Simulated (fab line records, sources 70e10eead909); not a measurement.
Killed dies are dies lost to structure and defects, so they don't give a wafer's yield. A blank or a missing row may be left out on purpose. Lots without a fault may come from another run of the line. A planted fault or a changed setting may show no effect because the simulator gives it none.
A struck lot beside a sound one | flow nand_harc | 15 steps out of a route of 1302
Sound: wafers L455.2, L455.4, L455.6. Struck: wafer L447.2. (L447.5, L447.6 of the same lot were not struck and are left out.) The cause comes at the end.
At each step with rows: each side's tool, then ch and its chambers, then its first start. Under that, the readings that differ: sound wafers | struck wafers | difference of the means | sigmas: that difference in standard deviations of wafers without a fault.
alike: readings whose means differ by less than 2 such deviations, and words and numbers that are the same on both sides. not compared: withheld readings, readings that some wafer has no value for, bounds like >300 that may hide the same value, and numbers for which the record gives no deviation and whose values overlap.
The two part at a step that has a row with sigmas, a row that says differs or no value, or rows on one side only. Numbers that don't overlap but have no deviation are shown without sigmas and don't part them. A reading that every wafer of one side lacks parts them only if that side has two wafers or more.

first, 5 steps without rows for these wafers: NHARC_A_CHANNEL_HOLE_D2_SOFTBAKE_05 (time 55 s); NHARC_A_CHANNEL_HOLE_D2_EBR_06; NHARC_A_CHANNEL_HOLE_D2_EXPOSE_07 (exposes mask HOLE D2, target cd 100 nm); NHARC_A_CHANNEL_HOLE_D2_PEB_08 (peb time 65 s); NHARC_A_CHANNEL_HOLE_D2_DEVELOP_09 (develop time 35 s).
NHARC_A_CHANNEL_HOLE_D2_CD_MEAS_10: target cd 100 nm.
  sound on cd_sem-01 ch 0, day 21 20:02; struck on cd_sem-01 ch 0, day 19 07:26
  alike: cd_nm
NHARC_A_CHANNEL_HOLE_D2_OVL_MEAS_11:
  sound on overlay-01, day 21 20:08; struck on overlay-01, day 19 07:31
  alike: overlay_x_nm, overlay_y_nm
NHARC_A_CHANNEL_HOLE_D2_INSPECT_12:
  sound on defect_inspect-01, day 21 20:10; struck on defect_inspect-02, day 19 07:34
  alike: raw_defect_count
NHARC_A_CHANNEL_HOLE_D2_DESCUM_15: chemistry O2, time 3 s.
  sound on rie_diel-13 ch 0,2, day 21 20:14; struck on rie_diel-01 ch 3, day 19 07:38
  alike: drypump_motor_current_A, oes_product_au, rf_vpp_V, showerhead_plenum_p_Torr, throttle_valve_pct
  not compared: rf_hours_counter_h
NHARC_A_CHANNEL_HOLE_D2_ETCH_38: etches the open film in CF4, target depth 39 nm, time 65 s.
  sound on rie_diel-13 ch 0,2, day 21 20:19; struck on rie_diel-01 ch 3, day 19 07:43
  reading                | sound                | struck | difference | sigmas
  throttle_valve_pct (%) | 13.283 13.290 13.278 | 13.259 | -0.025     | -3
  alike: drypump_motor_current_A, oes_product_au, rf_vpp_V, showerhead_plenum_p_Torr
  not compared: rf_hours_counter_h
NHARC_A_CHANNEL_HOLE_D2_ETCH_39: etches the open film in N2/H2, target depth 260 nm, time 325 s.
  sound on rie_diel-13 ch 0,1,2; struck on rie_diel-01 ch 0
  reading               | sound             | struck | difference | sigmas
  oes_product_au (a.u.) | 1.009 1.023 1.036 | 0.990  | -0.033     | -2
  alike: drypump_motor_current_A, rf_vpp_V, showerhead_plenum_p_Torr, throttle_valve_pct
  not compared: rf_hours_counter_h
NHARC_A_CHANNEL_HOLE_D2_ETCH_34: etches the open film in CF4/CHF3, target depth 154 nm, time 77 s.
  sound on rie_diel-13 ch 0,3; struck on rie_diel-01 ch 1
  alike: drypump_motor_current_A, oes_product_au, rf_vpp_V, showerhead_plenum_p_Torr, throttle_valve_pct
  not compared: rf_hours_counter_h
NHARC_A_CHANNEL_HOLE_D2_ETCH_16: etches the open film in O2/COS, target depth 3100 nm, time 806 s.
  sound on rie_diel-13 ch 0,1, day 21 20:49; struck on rie_diel-01 ch 1, day 19 08:19
  reading                | sound                | struck | difference | sigmas
  oes_product_au (a.u.)  | 1.003 1.030 1.022    | 0.861  | -0.157     | -11
  rf_vpp_V (V)           | 314.4 317.9 316.7    | 310.2  | -6.1       | -3
  throttle_valve_pct (%) | 28.350 28.333 28.334 | 28.304 | -0.035     | -4
  alike: drypump_motor_current_A, showerhead_plenum_p_Torr
  not compared: rf_hours_counter_h
NHARC_A_CHANNEL_HOLE_D2_CD_MEAS_18:
  sound on cd_sem-01, day 21 21:20; struck on cd_sem-02, day 19 08:44
  alike: cd_nm
-- the record jumps here: 11 days lie between the struck wafers' starts before and after (it left off in module A_CHANNEL_HOLE_D2 and takes up again in module END, whose first step shown is number 1302 of the route) --
NHARC_END_SORT_01:
  the record has rows for the struck wafers here (prober-01 ch 0, day 30 05:21) and none for the sound ones

WHERE THEY PART
First at NHARC_A_CHANNEL_HOLE_D2_ETCH_38; last, within this record, at NHARC_END_SORT_01.

WHY: what the simulator had put in
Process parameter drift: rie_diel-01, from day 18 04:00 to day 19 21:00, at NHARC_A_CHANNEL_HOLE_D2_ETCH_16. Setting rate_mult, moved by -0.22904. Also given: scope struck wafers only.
